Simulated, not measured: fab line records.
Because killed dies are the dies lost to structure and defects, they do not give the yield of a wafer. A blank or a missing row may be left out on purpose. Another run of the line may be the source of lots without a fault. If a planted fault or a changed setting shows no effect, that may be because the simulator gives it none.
fab line records | flow n5_finfet
[record] lots = 3 | wafers = 9 | last_day = 17
route steps=1938 shown BEOL_M8@1368 BEOL_M9@1401 BEOL_M15@1830
lots that met no fault: from a run of the same line without faults
start_h: hours from the record's first day to the start of the lot's first wafer shown | wait_h: hours since the lot's step before | " as in the row above | L1.1+2: a row that stands for several wafers | - either no value or no given start | * or withheld: withheld | < > ~ a bound
route shown NAME@n: NAME is a module with steps in the file, n the number in the route of the first one | usual: the fault-free wafers' mean and standard deviation | same: alike in all rows | chamber/n: place in a boat | sites: the reading at each site | _std_site: standard deviation of those values | _edge_site: the outer-site mean with the inner-site mean subtracted | radius_mm: how far each site lies from the wafer's centre | mask NAME#n: copy n | behind: the tool/chamber that last shaped the wafer | hold: why the lot went on hold/how many hours it stayed there/how the hold came to an end | device: whichever transistor did not switch (one of n, p or np) | end of line: tests run on the same wafers once the route is complete | where a step has no rows: the recipe by itself | killed: not the wafer's yield, but the dies lost to structure and defects at the first sort | map: per-die view of a wafer (x killed, . not killed, _ where there is no die)
set.NAME: the run value of the setting; set.NAME@STEP: its run value at that earlier step | model.NAME: the simulator's own value behind a step, which no gauge read
lots seen at some steps along the route; tables by step, rows by wafer
services: the hour from which a tool's chamber was out of use, counted from the record's first day as start_h (under 0 if before that day), plus the number of hours and why
[[steps]]
[step N5_BEOL_M8_DESCUM_33]
[recipe] chemistry = O2 | time_s = 7 | source_power_w = 50 | bias_power_w = 20 | pressure_mtorr = 20 | rf_frequency_hz = 2.712e+07 | temp_c = 40 | resist = CAR-EUV | o2_flow_sccm = 225
[step N5_BEOL_M8_ETCH_72]
[recipe] chemistry = N2/H2 | target = underlayer | target_depth_a = 65 | mask_material = CAR-EUV | time_s = 5.2 | ion_energy_ev = 200 | pressure_mtorr = 30 | source_w = 840 | bias_w = 150 | n2_flow_sccm = 200 | h2_flow_sccm = 200 | ends = cleared
[step N5_BEOL_M8_ETCH_65]
[recipe] chemistry = CF4 | target = SiARC | target_depth_a = 156 | mask_material = CAR-EUV | time_s = 26 | ion_energy_ev = 80 | pressure_mtorr = 40 | source_w = 545 | bias_w = 36 | Ar_flow_sccm = 100 | cf4_flow_sccm = 100 | ends = cleared
[step N5_BEOL_M8_ETCH_66]
[recipe] chemistry = N2/H2 | target = SOC | target_depth_a = 800 | overetch_a = 160 | mask_material = SiARC | temp_c = 40 | time_s = 120 | ion_energy_ev = 200 | pressure_mtorr = 30 | source_w = 840 | bias_w = 150 | n2_flow_sccm = 200 | h2_flow_sccm = 200
[step N5_BEOL_M8_STRIP_69]
[recipe] chemistry = N2/H2 | temp_c = 40 | n2_flow_sccm = 200 | h2_flow_sccm = 200 | rf_frequency_hz = 6e+07
[step N5_BEOL_M8_STRIP_73]
[recipe] chemistry = N2/H2 | temp_c = 40 | n2_flow_sccm = 200 | h2_flow_sccm = 200 | rf_frequency_hz = 6e+07
[step N5_BEOL_M8_VIA_ETCH_34]
[recipe] chemistry = C4F6/O2 | target = SiCOH_lowk | target_depth_a = 1255 | mask_material = SOC | taper_deg = 4 | time_s = 50.5 | ion_energy_ev = 250 | pressure_mtorr = 30 | source_w = 345 | bias_w = 185 | Ar_flow_sccm = 300 | C4F6_flow_sccm = 10 | O2_flow_sccm = 10
[step N5_BEOL_M8_STRIP_76]
[recipe] chemistry = C4F6/O2 | resist = SiARC | rf_frequency_hz = 6e+07
[step N5_BEOL_M8_STRIP_36]
[recipe] chemistry = N2/H2 | power_w = 450 | temp_c = 40 | pressure_mtorr = 20 | rf_frequency_hz = 6e+07 | overash_fraction = 0.3 | bias_power_w = 7 | h2_frac = 0.5 | n2_flow_sccm = 200 | h2_flow_sccm = 200
[step N5_BEOL_M8_TRENCH_ETCH_37]
[recipe] chemistry = C4F6/O2 | target_depth_a = 934.78 | target = SiCOH_lowk | time_s = 31.2 | ion_energy_ev = 250 | pressure_mtorr = 30 | source_w = 345 | bias_w = 185 | Ar_flow_sccm = 300 | C4F6_flow_sccm = 10 | O2_flow_sccm = 10
[usual] drypump_motor_current_A = 5.6/0.42 | oes_product_au = 0.82/0.075 | rf_vpp_V = 668/13 | showerhead_plenum_p_Torr = 2.86/0.079 | throttle_valve_pct = 20.89/0.16
lot.wafer | tool        | chamber | start_h | wait_h | drypump_motor_current_A | oes_product_au | rf_hours_counter_h | rf_vpp_V | showerhead_plenum_p_Torr | throttle_valve_pct | model.BEOL_M8.feature_depth_nm | model.etch.depth_nm | model.TiN_of_BEOL_M8_HM_DEP_02.thk_nm
L661.1    | rie_diel-06 | 3       | 244.88  | -      | 5.1                     | 0.93           | 12                 | 683      | 2.92                     | 20.90              | 94                             | 94.01               | 17
L661.4    | "           | 1       | "       | "      | 6.2                     | 0.68           | 237                | 651      | 2.70                     | 21.06              | 90.8                           | 90.73               | 17.6
L661.5    | "           | 3       | "       | "      | 5.2                     | 0.94           | -                  | 683      | 2.92                     | 20.90              | 95                             | 95.01               | 17.2
L667.1    | rie_diel-06 | 3       | 292.00  | -      | 5.1                     | 0.82           | 29                 | 682      | 2.92                     | 20.91              | 81.4                           | 81.49               | 17.8
L667.3    | "           | 2       | "       | "      | 5.2                     | 0.81           | 93                 | 676      | 2.96                     | 20.67              | 94.2                           | 94.13               | 17.2
L667.5    | "           | 0       | "       | "      | 5.4                     | 0.66           | -                  | 662      | 2.82                     | 21.10              | 81                             | 81.08               | 17.8
L680.1    | rie_diel-05 | 2       | 355.04  | -      | 5.8                     | 0.80           | 107                | 674      | 2.74                     | 21.03              | 93.2                           | 93.27               | 17.4
L680.4    | "           | 1       | "       | "      | 5.9                     | 0.82           | -                  | 683      | 2.73                     | 20.94              | 93.8                           | 93.71               | 17.6
L680.6    | "           | 3       | "       | "      | 6.3                     | 0.84           | -                  | 654      | 2.89                     | 20.88              | 94.4                           | 94.33               | 17.6
[step N5_BEOL_M8_ETCH_41]
[recipe] chemistry = CH3F/O2 | target = SiCN | target_depth_a = 319 | taper_deg = 2 | time_s = 57.8 | ion_energy_ev = 120 | mask_material = TiN | pressure_mtorr = 30 | source_w = 395 | bias_w = 75 | Ar_flow_sccm = 150 | CH3F_flow_sccm = 30 | O2_flow_sccm = 20
[step N5_BEOL_M8_STRIP_80]
[recipe] chemistry = N2/H2 | time_s = 10 | power_w = 450 | temp_c = 40 | pressure_mtorr = 20 | rf_frequency_hz = 6e+07 | bias_power_w = 7 | n2_flow_sccm = 200 | h2_flow_sccm = 200
[step N5_BEOL_M8_OCD_MEAS_38]
[usual] trench_depth_nm = 94.0/1.2
lot.wafer | tool   | chamber | start_h | wait_h | trench_depth_nm
L661.1    | ocd-02 | -       | 245.03  | -      | 94.0
L661.4    | "      | -       | "       | "      | 90.4
L661.5    | "      | -       | "       | "      | 95.7
L667.1    | ocd-01 | -       | 292.16  | -      | 81.8
L667.3    | "      | -       | "       | "      | 94.3
L667.5    | "      | -       | "       | "      | 81.3
L680.1    | ocd-01 | -       | 355.20  | -      | 93.2
L680.4    | "      | -       | "       | "      | 94.6
L680.6    | "      | -       | "       | "      | 94.2
[step N5_BEOL_M8_HM_STRIP_39]
[recipe] chemistry = peroxide_tin_strip | material = TiN | target_depth_a = 250 | temp_c = 50 | time_s = 158
[step N5_BEOL_M8_SRD_40]
[recipe] time_s = 30 | temp_c = 23 | rinse_liquid = diw | dry = ipa_marangoni
[step N5_BEOL_M8_PRECLEAN_42]
[recipe] chemistry = residue_remover | time_s = 60 | temp_c = 40
[step N5_BEOL_M8_SRD_43]
[recipe] time_s = 30 | temp_c = 23 | rinse_liquid = diw | dry = ipa_marangoni
[step N5_BEOL_M8_CURE_75]
[recipe] temp_c = 370 | time_s = 120 | ambient = DMADMS/He | material = SiCOH_lowk
[step N5_BEOL_M8_DEGAS_44]
[recipe] ambient = vacuum | temp_c = 250 | time_s = 60
[step N5_BEOL_M8_PRE_CLEAN_45]
[recipe] gas = H2/He | time_s = 30 | temp_c = 250
[step N5_BEOL_M8_ALD_77]
[recipe] material = TaN | target_thk_a = 20 | temp_c = 275 | ald_precursor_family = PDMAT | ald_co_reactant = NH3 | pressure_torr = 3 | carrier_flow_sccm = 1500 | pulse_time_s = 2 | purge_time_s = 3 | co_reactant_purge_time_s = 2 | co_reactant_pulse_time_s = 3 | ald_cycles = 40 | precursor_vessel_temp_c = 75 | precursor_vessel_pressure_torr = 26.25 | precursor_vessel_carrier_sccm = 1000
[step N5_BEOL_M8_SURFACE_TREAT_79]
[recipe] gas = Ar | time_s = * | ion_energy_ev = * | ion_current_ma_cm2 = 0.5 | pressure_mtorr = * | ar_flow_sccm = 30
[step N5_BEOL_M8_CVD_78]
[recipe] material = Co | target_thk_a = 20 | temp_c = withheld | precursor = CCTBA/H2 | pressure_torr = 30 | time_s = 142.3
[step N5_BEOL_M8_SPUTTER_48]
[recipe] material = Cu | target_thk_a = 100 | temp_c = -20 | bias_v = 60 | power_w = 26000 | chamber_pressure_pa = 0.13 | time_s = 1.667
[step N5_BEOL_M8_ECD_50]
[recipe] material = Cu | target_thk_a = 3000
[step N5_BEOL_M8_ANNEAL_51]
[recipe] temp_c = 225 | time_s = 90 | ambient = N2
[step N5_BEOL_M8_CMP_52]
[recipe] stop_on = SiCOH_lowk | t_overpolish_s = 6.9 | down_force_psi = 1 | platen_rpm = 50 | clearing_platen_down_force_psi = 1.5 | clearing_platen_rpm = 50 | post_cmp_clean = cu_alkaline | target_thk_nm = 80 | clearing_platen_pad_velocity_m_s = 0.99484 | pad_velocity_m_s = 0.99484
[usual] barrier_field_endpoint_s = 29.1/0.88 | motor_current_A = 5.7/0.54 | overpolish_run_s = 6.901/0.009 | time_to_endpoint_s = 63/3.9
lot.wafer | tool   | chamber | start_h | wait_h | barrier_field_endpoint_s | motor_current_A | overpolish_run_s | time_to_endpoint_s | model.Cu_of_BEOL_M8_ECD_50.thk_nm
L661.1    | cmp-03 | 1       | 249.10  | 0.3    | 28.7                     | 5.3             | 6.900            | 66                 | 81.2
L661.4    | "      | 2       | "       | "      | 29.0                     | 5.4             | 6.898            | 62                 | 75.6
L661.5    | "      | 3       | "       | "      | 30.2                     | 6.3             | 6.909            | 68                 | 81.8
L667.3    | cmp-02 | 2       | 294.20  | 0.2    | 30.0                     | 4.6             | 6.875            | 66                 | 81.4
L667.1    | "      | 1       | "       | "      | 29.9                     | 5.5             | 6.912            | 66                 | 69
L667.5    | "      | 3       | "       | "      | 31.0                     | 5.5             | 6.896            | 71                 | 71.2
L680.1    | cmp-04 | 3       | 357.99  | 0.3    | 28.8                     | 6.2             | 6.910            | 64                 | 82.2
L680.4    | "      | 0       | "       | "      | 28.4                     | 5.4             | 6.882            | 57                 | 81.2
L680.6    | "      | 2       | "       | "      | 28.1                     | 5.5             | 6.895            | 57                 | 82
[step N5_BEOL_M8_THK_MEAS_53]
[recipe] thk_meas_gauge = xrf | reads = Cu_of_BEOL_M8_ECD_50
[usual] M8_THK = 81.1/1.8
lot.wafer | tool          | chamber | start_h | wait_h | M8_THK[nm]
L661.1    | film_metro-01 | -       | 249.32  | -      | 81.6
L661.4    | "             | -       | "       | "      | 75.9
L661.5    | "             | -       | "       | "      | 82.2
L667.1    | film_metro-01 | -       | 294.50  | -      | 69.4
L667.3    | "             | -       | "       | "      | 81.4
L667.5    | "             | -       | "       | "      | 71.4
L680.1    | film_metro-01 | -       | 358.24  | -      | 82.3
L680.4    | "             | -       | "       | "      | 81.3
L680.6    | "             | -       | "       | "      | 82.4
[step N5_BEOL_M8_PRE_CLEAN_55]
[recipe] gas = NH3 | time_s = 15 | temp_c = withheld | rf_power_w = 300
[step N5_BEOL_M8_DEP_56]
[recipe] material = SiCN | target_thk_a = 100 | temp_c = withheld | precursor = 3MS/NH3 | pressure_torr = 3 | rf_w = 202 | time_s = 17.5
[step N5_BEOL_M8_RS_MEAS_57]
[recipe] thk_meas_gauge = four-point-probe | reads = Cu_of_BEOL_M8_ECD_50+Co_of_BEOL_M8_CVD_78+TaN_of_BEOL_M8_ALD_77
[usual] M8_RS = 0.283/0.0075
lot.wafer | tool          | chamber | start_h | wait_h | M8_RS[ohm/sq]
L661.1    | film_metro-01 | -       | 249.45  | 0.1    | 0.281
L661.4    | "             | -       | "       | "      | 0.306
L661.5    | "             | -       | "       | "      | 0.279
L667.1    | film_metro-01 | -       | 294.63  | 0.1    | 0.340
L667.3    | "             | -       | "       | "      | 0.280
L667.5    | "             | -       | "       | "      | 0.329
L680.1    | film_metro-01 | -       | 358.38  | 0.1    | 0.278
L680.4    | "             | -       | "       | "      | 0.281
L680.6    | "             | -       | "       | "      | 0.278
[step N5_BEOL_M9_ILD_DEP_00]
[recipe] material = SiCOH_lowk | target_thk_a = 3085.1 | temp_c = 300 | precursor = DEMS/porogen | pressure_torr = 5 | rf_w = 500 | time_s = 58
[step N5_BEOL_M9_CURE_71]
[recipe] temp_c = 385 | time_s = 240 | ambient = He/Ar | material = SiCOH_lowk
[step N5_BEOL_M9_PECVD_70]
[recipe] material = SiO2 | target_thk_a = 200 | temp_c = 400 | precursor = TEOS/O2 | pressure_torr = 5.5 | rf_w = 450 | teos_flow_sccm = 53.8 | gas = O2 | flow_sccm = 3000 | time_s = 22.7
[step N5_BEOL_M9_HM_DEP_02]
[recipe] material = TiN | target_thk_a = 200 | temp_c = 25 | chamber_pressure_pa = 0.49996
[step N5_BEOL_M9_COAT_59]
[recipe] resist = SOC | temp_c = 250 | time_s = 60 | spin_rpm = 1500 | resist_thk_nm = 100
[step N5_BEOL_M15_RC_MEAS_101]
[usual] COMB_M10 = 1.4e-11/2.8e-12 | COMB_M11 = 1.37e-11/2.9e-12 | COMB_M12 = 5.7e-12/1.3e-12 | COMB_M13 = 4.2e-12/8.2e-13 | COMB_M14 = 2.9e-12/7.7e-13 | COMB_M15 = 1.9e-12/6.3e-13 | COMB_M5 = 3.6e-11/7.3e-12 | COMB_M6 = 2.4e-11/5.4e-12 | COMB_M7 = 2.5e-11/5.2e-12 | COMB_M9 = 1.38e-11/2.6e-12 | SERP_M10 = 3.02/0.076 | SERP_M11 = 3.04/0.08 | SERP_M12 = 0.634/0.014 | SERP_M13 = 0.308/0.0066 | SERP_M13_max_site = 0.311/0.0068 | SERP_M14 = 0.1579/0.003 | SERP_M14_max_site = 0.160/0.0031 | SERP_M5 = 38.8/1.6 | SERP_M6 = 13.5/0.52 | SERP_M7 = 13.4/0.56 | SERP_M8 = 13.5/0.46 | SERP_M8_max_site = 14.2/0.62 | SERP_M9 = 3.04/0.08
lot.wafer | tool      | chamber | start_h | wait_h | COMB_M10[S/m] | COMB_M11[S/m] | COMB_M12[S/m] | COMB_M13[S/m] | COMB_M14[S/m] | COMB_M15[S/m] | COMB_M5[S/m] | COMB_M6[S/m] | COMB_M7[S/m] | COMB_M9[S/m] | SERP_M10[ohm/um] | SERP_M11[ohm/um] | SERP_M12[ohm/um] | SERP_M13[ohm/um] | SERP_M13_max_site[ohm/um] | SERP_M14[ohm/um] | SERP_M14_max_site[ohm/um] | SERP_M5[ohm/um] | SERP_M6[ohm/um] | SERP_M7[ohm/um] | SERP_M8[ohm/um] | SERP_M8_max_site[ohm/um] | SERP_M9[ohm/um]
L661.1    | prober-02 | 0       | 301.14  | 0.0    | 2e-11         | 1.02e-11      | 4.7e-12       | 3.8e-12       | 2.3e-12       | 9e-13         | 3.5e-11      | 4.1e-11      | 2e-11        | 1.3e-11      | 3.08             | 3.03             | 0.642            | 0.306            | 0.308                     | 0.1580           | 0.161                     | 39.3            | 13.2            | 13.1            | 13.7            | 14.1                     | 3.12
L661.4    | "         | 0       | "       | "      | 1.33e-11      | 1.11e-11      | 4e-12         | 5.1e-12       | 1.3e-12       | 1.3e-12       | 2.7e-11      | 2.5e-11      | 2.2e-11      | 1.19e-11     | 2.97             | 3.14             | 0.635            | 0.310            | 0.314                     | 0.1539           | 0.155                     | 40.3            | 12.7            | 12.4            | 14.7            | 15.9                     | 2.96
L661.5    | "         | 0       | "       | "      | 1.66e-11      | 1.25e-11      | 5.2e-12       | 4e-12         | 2.5e-12       | 1.1e-12       | 3.1e-11      | 3e-11        | 2.2e-11      | 1.28e-11     | 3.03             | 3.13             | 0.642            | 0.306            | 0.310                     | 0.1562           | 0.158                     | 39.4            | 13.5            | 12.4            | 13.3            | 13.6                     | 3.13
L667.1    | prober-02 | 0       | 348.78  | 1.7    | 1.22e-11      | 1.75e-11      | 6.1e-12       | 3.5e-12       | 2.7e-12       | 2.5e-12       | 2.9e-11      | 1.3e-11      | 2e-11        | 1.25e-11     | 3.11             | 3.13             | 0.636            | 0.307            | 0.310                     | 0.1594           | 0.161                     | 37.4            | 12.9            | 13.9            | 16.2            | 16.6                     | 3.08
L667.3    | "         | 0       | "       | "      | 1.39e-11      | 1.14e-11      | 7.5e-12       | 4.8e-12       | 2.5e-12       | 1.6e-12       | 3.5e-11      | 2.3e-11      | 2e-11        | 1.47e-11     | 3.08             | 3.00             | 0.625            | 0.308            | 0.312                     | 0.1599           | 0.161                     | 38.0            | 13.6            | 13.9            | 13.0            | 13.4                     | 3.13
L667.5    | "         | 0       | "       | "      | 1.37e-11      | 1.18e-11      | 5.5e-12       | 4e-12         | 2.5e-12       | 2.3e-12       | 2.9e-11      | 1.4e-11      | 2.1e-11      | 1.04e-11     | 3.12             | 2.95             | 0.620            | 0.315            | 0.320                     | 0.1592           | 0.161                     | 38.8            | 13.5            | 13.2            | 15.7            | 16.0                     | 3.00
L680.1    | prober-01 | 0       | 403.47  | 0.0    | 1.65e-11      | 9.2e-12       | 5.1e-12       | 3.5e-12       | 4.9e-12       | 2.1e-12       | 3e-11        | 3.3e-11      | 2.4e-11      | 1.39e-11     | 3.06             | 3.13             | 0.652            | 0.308            | 0.314                     | 0.1590           | 0.160                     | 37.8            | 13.4            | 13.1            | 13.3            | 13.6                     | 3.08
L680.4    | "         | 0       | "       | "      | 1.86e-11      | 1.41e-11      | 5.3e-12       | 3.7e-12       | 2.9e-12       | 1.8e-12       | 2.9e-11      | 2.3e-11      | 1.8e-11      | 1.5e-11      | 2.94             | 2.98             | 0.628            | 0.308            | 0.310                     | 0.1617           | 0.165                     | 38.4            | 12.7            | 13.5            | 13.4            | 13.8                     | 3.07
L680.6    | "         | 0       | "       | "      | 1.41e-11      | 1.53e-11      | 5.2e-12       | 5.7e-12       | 3.1e-12       | 3.1e-12       | 5e-11        | 2.4e-11      | 1.9e-11      | 1.4e-11      | 3.11             | 3.01             | 0.630            | 0.304            | 0.307                     | 0.1585           | 0.160                     | 38.8            | 13.1            | 13.8            | 13.4            | 14.4                     | 2.93
// sites SERP_M8 radius_mm=0,75,75,75,75,140,140,140,140
L661.1 14.1 13.7 14.0 13.4 13.9 13.3 13.6 12.9 13.8
L667.1 15.7 16.0 16.6 16.3 16.6 16.5 16.2 15.9 15.9
L680.1 13.2 13.6 13.3 13.4 13.2 13.3 13.2 13.0 13.6
[[services]]
tool        | chamber | start_h | hours | kind
rie_diel-06 | 3       | 225.92  | 16.6  | repair
cmp-03      | -       | 233.02  | 4.0   | pm
cmp-03      | -       | 237.02  | -     | consumable_replace:conditioner
cmp-03      | -       | 237.02  | -     | consumable_replace:pad
cmp-04      | -       | 257.55  | 19.6  | repair
rie_diel-06 | 1       | 287.58  | -     | clean
rie_diel-06 | 1       | 287.58  | -     | consumable_replace:focus_ring
rie_diel-06 | 1       | 287.58  | -     | consumable_replace:showerhead
rie_diel-06 | 1       | 287.58  | 19.8  | scheduled_down
rie_diel-06 | 1       | 287.58  | 19.8  | vent_cycle
rie_diel-05 | -       | 290.15  | 2.6   | repair
cmp-04      | -       | 293.90  | 0.8   | repair
rie_diel-06 | 0       | 300.58  | 5.8   | repair
cmp-02      | -       | 313.84  | 4.0   | pm
cmp-02      | -       | 317.84  | -     | consumable_replace:conditioner
cmp-02      | -       | 317.84  | -     | consumable_replace:pad
cmp-04      | -       | 326.72  | 2.6   | repair
cmp-03      | -       | 338.55  | 9.7   | repair
rie_diel-06 | -       | 348.84  | 2.8   | pm
rie_diel-05 | 0       | 350.53  | 25.4  | repair
cmp-04      | -       | 351.12  | 0.3   | repair
[[key]]
[first_sign] step = N5_BEOL_M8_OCD_MEAS_38 | reading = trench_depth_nm | direction = down | sigmas = 10 | usual = 94.0 | struck = 81.6
[effect] step = N5_BEOL_M8_THK_MEAS_53 | reading = M8_THK | direction = down | sigmas = 5.9 | usual = 81.1 | struck = 70.4
[effect] step = N5_BEOL_M8_RS_MEAS_57 | reading = M8_RS | direction = up | sigmas = 6.8 | usual = 0.283 | struck = 0.334
[effect] step = N5_BEOL_M15_RC_MEAS_101 | reading = SERP_M8 | direction = up | sigmas = 5.2 | usual = 13.5 | struck = 15.9
[model_effect] step = N5_BEOL_M8_TRENCH_ETCH_37 | value = BEOL_M8.feature_depth_nm | without = 94.5 | struck = 81.2
[model_effect] step = N5_BEOL_M8_CMP_52 | value = Cu_of_BEOL_M8_ECD_50.thk_nm | without = 83.2 | struck = 70.1
met_at N5_BEOL_M8_TRENCH_ETCH_37
struck_wafers L667.1,L667.5
onset_between 244.88 292.00
[fault] kind = process_parameter_drift | tool = rie_diel-06 | chamber = - | onset_h = 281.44 | steps = N5_BEOL_M8_TRENCH_ETCH_37 | channel = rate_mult | offset = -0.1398 | shape = step | end_h = 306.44 | scope = struck_wafers_only
